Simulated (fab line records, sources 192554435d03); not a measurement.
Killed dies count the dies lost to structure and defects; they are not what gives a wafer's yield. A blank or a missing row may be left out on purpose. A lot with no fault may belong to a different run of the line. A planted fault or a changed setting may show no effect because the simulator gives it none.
One fault through the eyes of 3 desks | flow n5Finfet | what lay behind the numbers comes last; until then each desk has only its own

THE DEFECT DESK
For each lot, the counts of the inspections along the route, averaged over the sampled wafers that have a number. Marked OUT: a lot whose mean sits more than 4 standard deviations from the usual mean, which makes it out of limits; the brackets give that distance.
Columns: A = rawDefectCount at N5_SDB_INSPECT_36, usual 39
lot  | first seen here | A
L741 | day 3 22:57     | 58
L742 | day 4 05:50     | 41
L743 | day 4 18:05     | 23
L744 | day 4 22:39     | 33
L750 | day 6 05:54     | 22
L751 | day 6 12:57     | 34
L755 | day 7 11:14     | 29
L756 | day 7 15:44     | 74
L758 | day 8 04:46     | 51
L759 | day 8 11:16     | 78
L760 | day 8 14:48     | 48
L762 | day 9 03:16     | 24
L763 | day 9 11:39     | 32
L764 | day 9 19:36     | 31
This desk's finding: nothing out of limits on any of the 14 lots.

FOR THE TOOL OWNER'S DESK: aldMetal-02
The tool's own readings at N5_HKMG_FIN_PWFM_ALD_03 (deposits TiN, target thk 2 nm, pulse time 1 s, purge time 3 s): means of the sampled wafers that have a number, for each lot that ran on this tool. Marked OUT: a lot whose mean sits more than 4 standard deviations from the usual mean, which makes it out of limits; the brackets give that distance.
Columns: A = heaterPowerOuterW at N5_HKMG_FIN_PWFM_ALD_03, usual 525 W; B = heaterPowerW at N5_HKMG_FIN_PWFM_ALD_03, usual 859 W; C = precursorPulseHeightRel at N5_HKMG_FIN_PWFM_ALD_03, usual 0.999
lot  | first seen here | A   | B   | C
L741 | day 4 03:26     | 522 | 852 | 1.014
L744 | day 5 02:46     | 476 | 754 | 1.006
L750 | day 6 10:16     | 506 | 839 | 1.001
L751 | day 6 17:34     | 494 | 834 | 0.993
L763 | day 9 15:56     | 511 | 849 | 0.998
This desk's finding: nothing out of limits on any of the 5 lots.

FROM THE METROLOGY DESK
What the gauges read, lot by lot, whatever tool the lot ran on: means of the sampled wafers that have a number. Marked OUT: a lot whose mean sits more than 4 standard deviations from the usual mean, which makes it out of limits; the brackets give that distance.
Columns: A = SDB_THK at N5_SDB_THK_MEAS_31, usual 63.9 nm; B = NWFM_OVL at N5_HKMG_FIN_OVL_MEAS_13, usual -0.1 nm
lot  | first seen here | A    | B
L741 | day 3 22:56     | 63.3 | 1.0
L742 | day 4 05:49     | 63.7 | -0.1
L743 | day 4 18:03     | 64.4 | -0.3
L744 | day 4 22:38     | 64.7 | -0.1
L750 | day 6 05:52     | 64.9 | -0.1
L751 | day 6 12:56     | 61.8 | -1.0
L755 | day 7 11:13     | 64.7 | -0.3
L756 | day 7 15:42     | 62.4 | -0.2
L758 | day 8 04:44     | 62.8 | -1.2
L759 | day 8 11:14     | 65.3 | 0.8
L760 | day 8 14:46     | 64.7 | -0.3
L762 | day 9 03:14     | 63.9 | 1.4
L763 | day 9 11:37     | 64.8 | 0.8
L764 | day 9 19:34     | 64.7 | -0.1
This desk's finding: nothing out of limits on any of the 14 lots.

BROUGHT TOGETHER
Nothing the defect desk looked at was out of limits.
The tool owner's desk saw nothing out of limits.
From the metrology desk's view, nothing was out of limits.

WHAT THE SIMULATOR HAD PUT IN
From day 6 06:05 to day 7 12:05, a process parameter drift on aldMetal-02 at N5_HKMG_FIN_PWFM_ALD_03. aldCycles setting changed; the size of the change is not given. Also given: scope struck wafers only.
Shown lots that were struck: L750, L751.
